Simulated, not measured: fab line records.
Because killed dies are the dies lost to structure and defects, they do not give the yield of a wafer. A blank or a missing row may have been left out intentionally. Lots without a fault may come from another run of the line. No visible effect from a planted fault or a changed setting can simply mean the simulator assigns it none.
Which of the tools did it? | flow nand_harc | 18 wafers from 6 lots sampled at 4 of the route's 1302 steps

== WHAT THE GAUGES READ, wafer by wafer ==
NHARC_P_GATE_CD_MEAS_46: the cd target is 720 nm.
lot  | measured     | on        | cd_nm (nm)
L149 | day 6 01:05  | cd_sem-02 | 723.3 720.7 723.5
L152 | day 7 06:40  | cd_sem-02 | 632.7 634.4 635.3
L162 | day 11 21:13 | cd_sem-02 | 720.0 720.7 720.4
L165 | day 12 12:13 | cd_sem-01 | 718.1 723.0 721.3
L168 | day 14 00:13 | cd_sem-03 | 719.1 717.7 716.7
L171 | day 14 22:59 | cd_sem-01 | 718.4 719.0 719.8

== WHICH TOOL RAN EACH LOT (tool, then ch and the chambers of the sampled wafers, then the start) ==
lot  | NHARC_P_GATE_DEP_103            | NHARC_P_GATE_ETCHBACK_37                      | NHARC_P_GATE_EXPOSE_43
L149 | pecvd-02 ch 0,1, day 5 12:17    | rie_diel-12 ch 1,2,3, day 6 00:55 or earlier  | krf_scanner-03 ch 0, day 6 00:55
L152 | pecvd-02 ch 0,1, day 6 17:55    | rie_diel-10 ch 2,3, day 7 06:31 or earlier    | krf_scanner-02 ch 0, day 7 06:31
L162 | pecvd-03 ch 0,1,2, day 11 06:17 | rie_diel-12 ch 0,1,3, day 11 21:04 or earlier | krf_scanner-02 ch 0, day 11 21:04
L165 | pecvd-02 ch 1,2, day 11 23:43   | rie_diel-10 ch 0,2, day 12 12:03 or earlier   | krf_scanner-02 ch 0, day 12 12:03
L168 | pecvd-04 ch 0,1,2, day 13 11:52 | rie_diel-12 ch 1,2, day 14 00:03 or earlier   | krf_scanner-03 ch 0, day 14 00:03
L171 | pecvd-04 ch 0,1, day 14 09:57   | rie_diel-12 ch 0,3, day 14 22:49 or earlier   | krf_scanner-03 ch 0, day 14 22:49
- NHARC_P_GATE_DEP_103: deposits SiON, target thk 30 nm.
- NHARC_P_GATE_ETCHBACK_37: etches the open film in CHF3/O2, target depth 34.5 nm, time 17.2 s.
- NHARC_P_GATE_EXPOSE_43: exposes mask P NSD, target cd 720 nm.

== THE ANSWER, worked out from the rows above alone ==
Rule: the lots themselves supply what counts as usual. The widest of any qualifying gaps counts: lots, ordered by their means at a reading, are off when they make up no more than a third of the lots, leave a main group of 4 or more, and stand apart from it by 3 or more times the standard deviation of that group's means. A main group whose means are all the same, to the digits that the tables above print for the reading, isn't used. Also off: a lot with no number at a reading for which 4 or more lots have one. Any other lot the step has rows for is counted as sound.
Off: L152, at NHARC_P_GATE_CD_MEAS_46 (cd_nm). For the main group the mean is 720.1 nm and the standard deviation 1.6.
If a tool, at a process step before that reading, ran all the lots that are off and no sound lot after the first of them, it fits. Those tools and the gauges at NHARC_P_GATE_CD_MEAS_46 are tried in the same way. NHARC_P_GATE_ETCHBACK_37: start missing for some lots; hours and lot order therefore follow NHARC_P_GATE_EXPOSE_43. Not one of the candidates tried fits.

== WHAT THE SIMULATOR PUT IN ==
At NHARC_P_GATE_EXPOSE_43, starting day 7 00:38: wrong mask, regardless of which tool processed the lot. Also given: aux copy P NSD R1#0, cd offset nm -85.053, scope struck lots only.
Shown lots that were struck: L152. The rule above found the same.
